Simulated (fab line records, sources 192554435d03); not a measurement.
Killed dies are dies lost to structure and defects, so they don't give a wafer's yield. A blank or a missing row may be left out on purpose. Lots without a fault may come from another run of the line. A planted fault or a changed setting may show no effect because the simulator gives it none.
fab line records | flow n5_finfet
record lots=7 wafers=18 last_day=19
route steps=1938 shown SDB@348 BEOL_M4@1111 PASSIVATION@1936
lots that met no fault: from a run of the same line without faults
start_h: hours from the record's first day to the start of the lot's first wafer shown | wait_h: hours since the lot's step before | " the same as in the row above | L1.1+2: a row that stands for several wafers | - no value, or no start given | * or withheld: withheld | < > ~ a bound
route shown NAME@n: a module of which the file shows steps, and the number in the route of the first | usual: mean/standard deviation of fault-free wafers | same: alike in all rows | chamber/n: place in a boat | sites: the reading at each site | _std_site: their standard deviation | _edge_site: outer sites' mean less inner sites' | radius_mm: how far each site lies from the wafer's centre | mask NAME#n: copy n | behind: the tool/chamber that last shaped the wafer | hold: why the lot was held/for how many hours/how that ended | device: the transistor (n, p or np) that didn't switch | end of line: the same wafers' tests at the end of the route | a step without rows: its recipe alone | killed: dies lost to structure and defects at the first sort, not the wafer's yield | map: a wafer's dies, x killed, . not, _ none there
set.NAME: the setting as run; set.NAME@STEP: as run at that earlier step | model.NAME: the simulator's own value behind a step, which no gauge read
lots at some steps of the route; a table a step, a row a wafer
services: from which hour (start_h, from the record's first day; less than 0 if before it) a tool's chamber was out of use, for how many hours, and why
## steps
# step N5_SDB_COAT_03
# recipe resist=SOC temp_c=250 time_s=60 spin_rpm=1500 resist_thk_nm=100
# step N5_SDB_COAT_04
# recipe resist=SiARC temp_c=220 time_s=60 spin_rpm=1500 resist_thk_nm=18
# step N5_SDB_COAT_05
# recipe resist=CAR-ArF spin_rpm=1500 resist_thk_nm=90
# step N5_SDB_EBR_07
# recipe solvent=PGMEA ebr_width_mm=1.5
# step N5_SDB_SOFTBAKE_06
# recipe temp_c=110 time_s=60 resist=CAR-ArF
# step N5_SDB_EXPOSE_08
# recipe mask_id=SDB na=1.35 source_shape=conventional sigma_outer=0.5 polarization=unpolarized dose_mj=49.6
# step N5_SDB_PEB_09
# recipe peb_temp_c=withheld peb_time_s=60 resist=CAR-ArF
# step N5_SDB_DEVELOP_10
# recipe develop_time_s=30 developer=TMAH resist=CAR-ArF rinse_liquid=diw dry=air_spin dev_temp_c=23
# step N5_SDB_CD_MEAS_11
# recipe target_cd_nm=50 landing_energy_ev=500 detector=se_inlens polarity=opening
# usual cd_nm=50.2/0.76
# columns lot.wafer tool chamber start_h wait_h cd_nm
L102.2 cd_sem-03 0 112.39 - 51.0
L102.5 " 0 " " 51.3
L104.2 cd_sem-01 0 124.66 - 51.6
L104.4 " 0 " " 50.8
L105.4 cd_sem-02 0 127.79 - 51.1
L105.5 " 0 " " 51.3
L110.3 cd_sem-03 0 155.74 - 49.5
L110.4 " 0 " " 50.0
L110.6 " 0 " " 48.9
L112.1 cd_sem-03 0 168.67 - 50.2
L112.2 " 0 " " 50.4
L112.6 " 0 " " 50.3
L115.3 cd_sem-02 0 185.49 - 49.8
L115.5 " 0 " " 51.0
L115.6 " 0 " " 51.5
L118.1 cd_sem-01 0 202.47 - 50.6
L118.3 " 0 " " 50.9
L118.5 " 0 " " 50.1
# step N5_SDB_OVL_MEAS_12
# recipe points_per_wafer=44
# usual SDB_OVL=0.1/0.71
# same points_per_wafer=44
# columns lot.wafer tool chamber start_h wait_h SDB_OVL[nm]
L102.2 overlay-02 0 112.41 0.0 1.6
L102.5 " 0 " " 0.8
L104.2 overlay-01 0 124.69 0.0 0.3
L104.4 " 0 " " 0.2
L105.4 overlay-01 0 127.82 0.0 0.7
L105.5 " 0 " " 0.9
L110.3 overlay-02 0 155.76 0.0 0.0
L110.4 " 0 " " -0.5
L110.6 " 0 " " -0.9
L112.1 overlay-02 0 168.70 0.0 1.1
L112.2 " 0 " " 1.2
L112.6 " 0 " " 0.4
L115.3 overlay-01 0 185.51 0.0 0.5
L115.5 " 0 " " 0.3
L115.6 " 0 " " -0.7
L118.1 overlay-02 0 202.50 0.0 -0.1
L118.3 " 0 " " 0.0
L118.5 " 0 " " 0.5
# step N5_SDB_INSPECT_13
# recipe mode=adi inspect_instrument=brightfield
# usual raw_defect_count=70/28
# columns lot.wafer tool chamber start_h wait_h raw_defect_count
L102.2 defect_inspect-02 - 112.44 0.0 47
L102.5 " - " " 68
L104.2 defect_inspect-02 - 124.71 0.0 113
L104.4 " - " " 100
L105.4 defect_inspect-02 - 127.84 0.0 102
L105.5 " - " " 80
L110.3 defect_inspect-01 - 155.79 0.0 32
L110.4 " - " " 48
L110.6 " - " " 39
L112.1 defect_inspect-01 - 168.72 0.0 66
L112.2 " - " " 45
L112.6 " - " " 107
L115.3 defect_inspect-02 - 185.54 0.0 64
L115.5 " - " " 28
L115.6 " - " " 69
L118.1 defect_inspect-01 - 202.53 0.0 28
L118.3 " - " " 51
L118.5 " - " " 51
# step N5_SDB_DESCUM_16
# recipe chemistry=O2 time_s=7.9 source_power_w=50 bias_power_w=20 pressure_mtorr=20 rf_frequency_hz=2.712e+07 temp_c=40 resist=CAR-ArF o2_flow_sccm=225
# usual bias_power_w=20.00/0.054 drypump_motor_current_A=5.8/0.39 oes_product_au=0.79/0.082 rf_vpp_V=243.8/1.7 showerhead_plenum_p_Torr=2.13/0.1 throttle_valve_pct=20.34/0.16
# same time_s=7.9
# columns lot.wafer tool chamber start_h wait_h bias_power_w drypump_motor_current_A oes_product_au rf_hours_counter_h rf_vpp_V showerhead_plenum_p_Torr throttle_valve_pct
L102.2 rie_diel-02 1 112.53 0.1 19.95 5.4 0.84 59 244.3 2.21 20.30
L102.5 " 1 " " 20.04 5.5 0.84 - 245.6 2.21 20.29
L104.2 rie_diel-02 0 124.75 0.0 20.08 5.3 0.89 20 243.2 2.23 20.13
L104.4 " 2 " " 19.96 6.4 0.68 227 243.4 2.06 20.54
L105.4 rie_diel-02 0 127.87 0.0 19.99 5.3 0.89 21 243.8 2.23 20.13
L105.5 " 3 " " 20.01 5.9 0.75 - 243.7 2.17 20.22
L110.3 rie_diel-04 0 155.82 0.0 20.01 6.4 0.90 35 244.8 2.24 20.19
L110.4 " 3 " " 20.02 6.0 0.74 191 243.1 2.08 20.33
L110.6 " 3 " " 19.96 6.0 0.73 - 243.9 2.08 20.34
L112.1 rie_diel-05 2 168.75 0.0 20.01 5.8 0.94 9 246.6 2.24 20.29
L112.2 " 0 " " 19.98 5.6 0.75 161 243.8 2.17 20.23
L112.6 " 1 " " 19.93 5.4 0.77 - 240.6 1.92 20.49
L115.3 rie_diel-04 0 185.57 0.0 19.87 6.4 0.88 46 244.9 2.23 20.22
L115.5 " 1 " " 19.92 6.1 0.72 - 240.7 1.98 20.24
L115.6 " 2 " " 20.03 6.1 0.86 - 242.1 2.03 20.49
L118.1 rie_diel-02 3 202.56 0.0 19.96 5.9 0.73 195 243.1 2.16 20.25
L118.3 " 1 " " 20.03 5.5 0.80 90 246.6 2.20 20.34
L118.5 " 3 " " 19.94 5.9 0.72 - 243.5 2.16 20.24
# step N5_SDB_ETCH_17
# recipe chemistry=CF4 target=SiARC target_depth_a=234 mask_material=CAR-ArF time_s=39 ion_energy_ev=80 pressure_mtorr=40 source_w=545 bias_w=36 Ar_flow_sccm=100 cf4_flow_sccm=100 ends=cleared
# usual drypump_motor_current_A=5.8/0.38 etch_rf_on_time_s=38.8/0.52 oes_product_au=0.68/0.069 rf_vpp_V=184.4/1.5 showerhead_plenum_p_Torr=2.18/0.093 throttle_valve_pct=15.54/0.19
# columns lot.wafer tool chamber start_h wait_h drypump_motor_current_A etch_rf_on_time_s oes_product_au rf_hours_counter_h rf_vpp_V showerhead_plenum_p_Torr throttle_valve_pct
L102.2 rie_diel-02 1 112.57 0.0 5.5 44.8 0.67 59 185.3 2.27 15.51
L102.5 " 1 " " 5.5 39.2 0.71 - 186.6 2.27 15.51
L104.2 rie_diel-02 0 124.78 0.0 5.3 44.2 0.70 20 186.3 2.27 15.23
L104.4 " 2 " " 6.4 45.4 0.54 227 182.9 2.11 15.78
L105.4 rie_diel-02 0 127.91 0.0 5.3 44.5 0.70 21 185.4 2.27 15.25
L105.5 " 3 " " 5.9 39.6 0.63 - 184.9 2.21 15.42
L110.3 rie_diel-04 0 155.86 0.0 6.4 37.9 0.78 35 186.7 2.27 15.30
L110.4 " 3 " " 6.1 38.0 0.63 191 182.2 2.12 15.52
L110.6 " 3 " " 6.0 38.1 0.63 - 185.1 2.12 15.52
L112.1 rie_diel-05 2 168.79 0.0 5.8 38.2 0.81 9 184.5 2.28 15.43
L112.2 " 0 " " 5.5 38.6 0.65 161 183.1 2.22 15.44
L112.6 " 1 " " 5.4 39.3 0.64 - 181.1 1.99 15.77
L115.3 rie_diel-04 0 185.61 0.0 6.4 38.0 0.76 46 184.5 2.27 15.34
L115.5 " 1 " " 6.1 38.6 0.62 - 182.1 2.03 15.54
L115.6 " 2 " " 6.1 38.1 0.75 - 182.0 2.09 15.73
L118.1 rie_diel-02 3 202.60 0.0 5.9 39.2 0.63 195 185.8 2.20 15.47
L118.3 " 1 " " 5.5 38.6 0.69 90 186.7 2.26 15.59
L118.5 " 3 " " 5.9 39.1 0.62 - 184.7 2.20 15.47
# step N5_SDB_ETCH_18
# recipe chemistry=N2/H2 target=SOC target_depth_a=1000 overetch_a=200 mask_material=SiARC temp_c=40 time_s=150 ion_energy_ev=200 pressure_mtorr=30 source_w=840 bias_w=150 n2_flow_sccm=200 h2_flow_sccm=200
# usual drypump_motor_current_A=5.8/0.39 oes_product_au=0.71/0.069 rf_vpp_V=525/3.3 showerhead_plenum_p_Torr=2.59/0.12 throttle_valve_pct=17.79/0.2
# same time_s=150
# columns lot.wafer tool chamber start_h wait_h drypump_motor_current_A oes_product_au rf_hours_counter_h rf_vpp_V showerhead_plenum_p_Torr throttle_valve_pct
L102.2 rie_diel-02 1 112.60 0.0 5.5 0.75 59 528 2.69 17.66
L102.5 " 1 " " 5.5 0.75 - 528 2.69 17.65
L104.2 rie_diel-02 0 124.82 0.0 5.3 0.79 20 529 2.71 17.54
L104.4 " 2 " " 6.4 0.61 227 524 2.51 18.09
L105.4 rie_diel-02 0 127.94 0.0 5.3 0.78 21 527 2.71 17.54
L105.5 " 3 " " 5.9 0.67 - 527 2.65 17.73
L110.3 rie_diel-04 0 155.89 0.0 6.4 0.80 35 528 2.70 17.54
L110.4 " 3 " " 6.0 0.66 192 524 2.52 17.78
L110.6 " 3 " " 6.1 0.66 - 524 2.52 17.79
L112.1 rie_diel-05 2 168.83 0.0 5.8 0.84 9 528 2.72 17.66
L112.2 " 0 " " 5.5 0.68 161 525 2.64 17.66
L112.6 " 1 " " 5.4 0.68 - 519 2.35 18.00
L115.3 rie_diel-04 0 185.64 0.0 6.4 0.79 46 528 2.69 17.55
L115.5 " 1 " " 6.1 0.65 - 522 2.41 17.71
L115.6 " 2 " " 6.1 0.76 - 522 2.48 17.97
L118.1 rie_diel-02 3 202.63 0.0 5.9 0.66 195 528 2.63 17.79
L118.3 " 1 " " 5.5 0.72 90 527 2.67 17.69
L118.5 " 3 " " 5.9 0.66 - 527 2.63 17.77
# step N5_BEOL_M4_RC_MEAS_101
# usual DIBL_N=35.9/1.3 DIBL_P=35.9/1.5 IOFF_N=0.152/0.023 IOFF_P=0.204/0.027 ION_N=673/9.2 ION_P=462/6.7 SS_N=71.4/0.48 SS_P=73.2/0.55 VT_N=250.3/2.6 VT_P=-250.6/3
# columns lot.wafer tool chamber start_h wait_h DIBL_N[mV/V] DIBL_P[mV/V] IOFF_N[nA/um] IOFF_P[nA/um] ION_N[uA/um] ION_P[uA/um] SS_N[mV/dec] SS_P[mV/dec] VT_N[mV] VT_P[mV]
L102.2 prober-02 0 240.23 0.3 35.5 36.1 0.136 0.191 672 461 71.6 72.7 254.0 -252.5
L102.5 " 0 " " 36.0 36.2 0.141 0.192 668 461 70.9 73.9 252.9 -250.6
L105.4 prober-02 0 248.42 0.8 36.9 36.7 0.181 0.212 683 466 71.5 73.0 246.0 -252.6
L105.5 " 0 " " 36.9 36.6 0.182 0.209 682 458 71.3 72.6 246.1 -251.4
L104.2 prober-02 0 267.23 0.2 35.6 35.8 0.138 0.199 687 470 71.1 73.7 250.1 -250.5
L104.4 " 0 " " 37.2 36.9 0.154 0.220 682 464 72.3 73.6 249.0 -248.0
L110.3 prober-02 0 278.40 0.3 36.0 33.2 0.112 0.145 662 450 71.1 72.5 253.4 -256.7
L110.4 " 0 " " 37.0 34.8 0.124 0.166 653 452 71.4 73.6 254.0 -252.9
L110.6 " 0 " " 38.0 35.9 0.144 0.185 665 457 71.1 72.6 250.3 -252.9
L112.1 prober-01 0 302.47 0.0 35.7 35.4 0.126 0.161 666 450 71.0 73.3 252.6 -252.7
L112.2 " 0 " " 37.3 37.8 0.156 0.186 678 459 70.8 72.8 248.4 -252.4
L112.6 " 0 " " 36.9 37.2 0.146 0.183 674 461 71.3 72.9 247.5 -251.7
L115.3 prober-02 0 305.78 0.3 35.8 36.8 0.156 0.192 682 466 71.3 73.1 251.0 -251.5
L115.5 " 0 " " 36.3 36.9 0.171 0.197 675 458 71.6 73.2 247.3 -253.1
L115.6 " 0 " " 36.4 37.0 0.172 0.190 680 464 71.6 73.4 247.0 -253.9
L118.1 prober-02 0 334.64 0.0 37.9 37.5 0.177 0.282 669 468 72.8 72.9 250.0 -243.7
L118.3 " 0 " " 34.3 32.7 0.112 0.196 658 464 71.4 71.8 255.1 -245.7
L118.5 " 0 " " 36.2 35.5 0.143 0.233 660 462 71.5 72.5 252.8 -244.6
# step N5_PASSIVATION_PROBE_49
# usual defect_limited_yield=91.0/1.5 killed_at_M0_to_M3=37/12 killed_at_M4_up=13/5 killed_at_contacts=13/6.1 killed_at_front_end=39/11 killed_at_other=4/3.2 killed_dies=106/17 killed_on_rim=13/4.2 killed_open=69/12 killed_short=35/7.9 sort_bin_5_function=5.3/1 sort_bin_6_memory=3.3/0.68 sort_n_pass=1074/17 sort_yield_pct=91.0/1.5
# same gross_dies=1180 killed_at_back_side=0 sort_bin_4_leakage[%]=0 sort_bin_8_speed[%]=0
# columns lot.wafer tool chamber start_h wait_h defect_limited_yield[%] killed_at_M0_to_M3 killed_at_M4_up killed_at_contacts killed_at_front_end killed_at_other killed_dies killed_on_rim killed_open killed_short sort_bin_5_function[%] sort_bin_6_memory[%] sort_n_pass sort_yield_pct[%]
L102.2 prober-02 - 355.97 0.1 92.4 36 15 8 29 2 90 9 62 28 4.5 3.0 1090 92.4
L102.5 prober-02 - 356.12 0.2 90.3 51 18 12 33 1 115 14 74 41 5.7 3.8 1065 90.3
L105.4 prober-01 - 361.60 0.2 91.5 29 8 12 43 8 100 18 54 45 5.2 2.5 1080 91.5
L105.5 prober-01 - 361.65 0.2 93.1 25 11 6 38 1 81 17 58 23 4.4 2.3 1099 93.1
L104.2 prober-02 - 374.94 0.1 89.5 55 4 10 50 5 124 17 77 45 7.6 2.6 1056 89.5
L104.4 prober-02 - 375.04 0.2 90.0 44 7 17 40 10 118 16 75 41 5.8 3.9 1062 90.0
L110.3 prober-01 - 390.47 0.1 90.4 43 10 8 41 11 113 16 70 38 6.2 3.3 1067 90.4
L110.4 prober-01 - 390.52 0.2 89.9 47 16 11 40 5 119 14 75 39 5.8 3.8 1061 89.9
L110.6 prober-01 - 390.62 0.3 90.7 52 19 12 27 0 110 13 71 35 5.8 3.1 1070 90.7
L112.1 prober-02 - 409.46 0.0 89.9 48 5 5 58 3 119 18 67 48 5.9 3.7 1061 89.9
L112.2 prober-02 - 409.51 0.1 90.6 38 8 6 53 6 111 11 60 48 5.3 3.6 1069 90.6
L112.6 prober-02 - 409.71 0.3 92.1 35 17 5 28 8 93 10 57 36 4.1 3.4 1087 92.1
L115.3 prober-02 - 421.15 0.1 91.3 37 19 11 35 1 103 12 71 32 4.8 3.6 1077 91.3
L115.5 prober-02 - 421.25 0.2 92.5 36 9 8 34 2 89 9 54 35 5.0 2.2 1091 92.5
L115.6 prober-02 - 421.30 0.3 92.0 27 13 13 41 0 94 15 58 34 4.2 3.3 1086 92.0
L118.1 prober-01 - 449.80 0.0 92.2 33 11 19 25 4 92 12 70 21 4.2 3.3 1088 92.2
L118.3 prober-01 - 449.90 0.1 94.7 20 11 8 20 3 62 6 41 21 2.7 2.1 1118 94.7
L118.5 prober-01 - 450.00 0.2 92.3 34 12 18 25 2 91 11 62 27 5.2 2.4 1089 92.3
# killed by level:class
L102.2 BEOL_M0_SAQP:geometric_particle:open=9 MOL_CONTACT_COAG:geometric_particle:open=8 BEOL_M0_SAQP:geometric_particle:short=8 BEOL_M4:geometric_particle:open=7 STI_FIN_REVEAL:geometric_particle:open=6 BEOL_M1:geometric_particle:open=6 BEOL_M2:geometric_particle:open=6 DUMMY_GATE:geometric_particle:open=4
L102.5 BEOL_M0_SAQP:geometric_particle:short=11 BEOL_M3:geometric_particle:open=11 BEOL_M0_SAQP:geometric_particle:open=11 MOL_CONTACT_COAG:geometric_particle:open=9 STI_FIN_REVEAL:geometric_particle:open=8 BEOL_M2:geometric_particle:open=8 FIN_SAQP:geometric_particle:open=7 BEOL_M4:geometric_particle:open=6
L105.4 FIN_SAQP:geometric_particle:short=17 BEOL_M0_SAQP:geometric_particle:short=10 FIN_SAQP:geometric_particle:open=9 MOL_CONTACT_COAG:geometric_particle:open=9 BEOL_M0_SAQP:geometric_particle:open=6 STI_FIN_REVEAL:geometric_particle:open=5 BEOL_M1:geometric_particle:open=5 GATE_CUT:geometric_particle:short=3
L105.5 BEOL_M0_SAQP:geometric_particle:open=12 FIN_SAQP:geometric_particle:short=8 FIN_SAQP:geometric_particle:open=7 STI_FIN_REVEAL:geometric_particle:open=7 BEOL_M3:geometric_particle:open=6 MOL_CONTACT_COAG:geometric_particle:open=6 GATE_CUT:geometric_particle:open=4 STI_FIN_REVEAL:geometric_particle:short=3
L104.2 BEOL_M3:geometric_particle:open=21 FIN_SAQP:geometric_particle:open=10 BEOL_M0_SAQP:geometric_particle:short=10 BEOL_M1:geometric_particle:open=8 STI_FIN_REVEAL:geometric_particle:open=7 FIN_SAQP:geometric_particle:short=6 MOL_CONTACT_COAG:geometric_particle:open=5 MOL_CONTACT_COAG:geometric_particle:short=5
L104.4 MOL_CONTACT_COAG:geometric_particle:open=17 BEOL_M0_SAQP:geometric_particle:open=13 BEOL_M0_SAQP:geometric_particle:short=12 STI_FIN_REVEAL:geometric_particle:open=9 FIN_SAQP:geometric_particle:open=6 PASS1_DEP:geometric_particle:short=6 GATE_CUT:geometric_particle:short=6 BEOL_M2:geometric_particle:open=6
L110.3 FIN_SAQP:geometric_particle:open=12 FIN_SAQP:geometric_particle:short=11 BEOL_M0:geometric_particle:open=10 BEOL_M1:geometric_particle:open=8 MOL_CONTACT_COAG:geometric_particle:open=6 BEOL_M0_SAQP:geometric_particle:short=6 BEOL_M0_SAQP:geometric_particle:open=5 BEOL_M2:geometric_particle:open=5
L110.4 BEOL_M0_SAQP:geometric_particle:open=10 FIN_SAQP:geometric_particle:open=8 MOL_CONTACT_COAG:geometric_particle:open=8 BEOL_M1:geometric_particle:open=8 FIN_SAQP:geometric_particle:short=7 GATE_CUT:geometric_particle:short=6 BEOL_M0_SAQP:geometric_particle:short=6 BEOL_M0:geometric_particle:open=6
L110.6 BEOL_M1:geometric_particle:open=15 BEOL_M0_SAQP:geometric_particle:short=10 FIN_SAQP:geometric_particle:open=8 MOL_CONTACT_COAG:geometric_particle:open=8 BEOL_M0_SAQP:geometric_particle:open=7 BEOL_M2:geometric_particle:open=7 BEOL_M4:geometric_particle:open=6 BEOL_M5:geometric_particle:open=6
L112.1 BEOL_M0_SAQP:geometric_particle:short=12 BEOL_M2:geometric_particle:open=10 STI_FIN_REVEAL:geometric_particle:open=8 FIN_SAQP:geometric_particle:short=7 BEOL_M0_SAQP:geometric_particle:open=7 BEOL_M3:geometric_particle:open=6 GATE_CUT:geometric_particle:open=6 BEOL_M2:geometric_particle:short=6
L112.2 FIN_SAQP:geometric_particle:short=12 BEOL_M0_SAQP:geometric_particle:short=9 BEOL_M0_SAQP:geometric_particle:open=9 BEOL_M3:geometric_particle:open=8 STI_FIN_REVEAL:geometric_particle:open=6 DUMMY_GATE:geometric_particle:open=6 MOL_CONTACT_COAG:geometric_particle:open=6 BEOL_M1:geometric_particle:open=6
L112.6 BEOL_M4:geometric_particle:open=11 BEOL_M2:geometric_particle:open=10 FIN_SAQP:geometric_particle:short=7 BEOL_M0_SAQP:geometric_particle:short=7 MOL_CONTACT_COAG:geometric_particle:open=5 BEOL_M1:geometric_particle:short=4 BEOL_M1:geometric_particle:open=4 BEOL_M3:geometric_particle:open=4
L115.3 MOL_CONTACT_COAG:geometric_particle:open=10 BEOL_M4:geometric_particle:open=10 BEOL_M0_SAQP:geometric_particle:open=7 BEOL_M2:geometric_particle:open=7 STI_FIN_REVEAL:geometric_particle:open=5 GATE_CUT:geometric_particle:short=5 BEOL_M1:geometric_particle:open=5 BEOL_M3:geometric_particle:open=5
L115.5 GATE_CUT:geometric_particle:short=9 MOL_CONTACT_COAG:geometric_particle:open=7 BEOL_M2:geometric_particle:open=7 FIN_SAQP:geometric_particle:short=6 BEOL_M0_SAQP:geometric_particle:short=6 BEOL_M0:geometric_particle:open=5 BEOL_M3:geometric_particle:open=5 ILD0:geometric_particle:open=4
L115.6 MOL_CONTACT_COAG:geometric_particle:open=9 FIN_SAQP:geometric_particle:open=7 STI_FIN_REVEAL:geometric_particle:open=7 BEOL_M3:geometric_particle:open=6 GATE_CUT:geometric_particle:short=6 BEOL_M4:geometric_particle:open=6 BEOL_M0_SAQP:geometric_particle:short=5 BEOL_M0_SAQP:geometric_particle:open=5
L118.1 MOL_CONTACT_COAG:geometric_particle:open=18 BEOL_M2:geometric_particle:open=14 BEOL_M0_SAQP:geometric_particle:short=6 DUMMY_GATE:geometric_particle:open=5 FIN_SAQP:geometric_particle:short=4 DUMMY_GATE:geometric_particle:short=4 BEOL_M0_SAQP:geometric_particle:open=4 BEOL_M3:geometric_particle:open=4
L118.3 BEOL_M2:geometric_particle:open=13 GATE_CUT:geometric_particle:short=6 MOL_CONTACT_COAG:geometric_particle:open=5 STI_FIN_REVEAL:geometric_particle:open=4 DUMMY_GATE:geometric_particle:open=3 MOL_CONTACT_COAG:geometric_particle:short=3 BEOL_M0_SAQP:geometric_particle:short=3 BEOL_M4:geometric_particle:open=3
L118.5 MOL_CONTACT_COAG:geometric_particle:open=17 DUMMY_GATE:geometric_particle:open=7 BEOL_M3:geometric_particle:open=7 BEOL_M0:geometric_particle:open=6 BEOL_M2:geometric_particle:open=6 BEOL_M2:geometric_particle:short=5 FIN_SAQP:geometric_particle:open=4 GATE_CUT:geometric_particle:short=4
## services
# columns tool chamber start_h hours kind
rie_diel-05 2 108.52 - clean
rie_diel-05 2 108.52 - consumable_replace:focus_ring
rie_diel-05 2 108.52 - consumable_replace:showerhead
rie_diel-05 2 108.52 29.3 scheduled_down
rie_diel-05 2 108.52 29.3 vent_cycle
rie_diel-02 2 113.74 6.6 repair
rie_diel-02 2 193.76 - clean
rie_diel-02 2 193.76 - consumable_replace:focus_ring
rie_diel-02 2 193.76 21.7 scheduled_down
rie_diel-02 2 193.76 21.7 vent_cycle
## key
first_sign step=N5_SDB_ETCH_17 reading=etch_rf_on_time_s direction=up sigmas=11 usual=* struck=*
effect none on later readings
met_at N5_SDB_ETCH_17
struck_wafers L102.2,L104.2,L104.4,L105.4
fault kind=process_parameter_drift tool=rie_diel-02 chamber=- onset_h=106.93 steps=N5_SDB_ETCH_17 channel=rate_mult offset=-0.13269 shape=step end_h=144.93 scope=struck_wafers_only
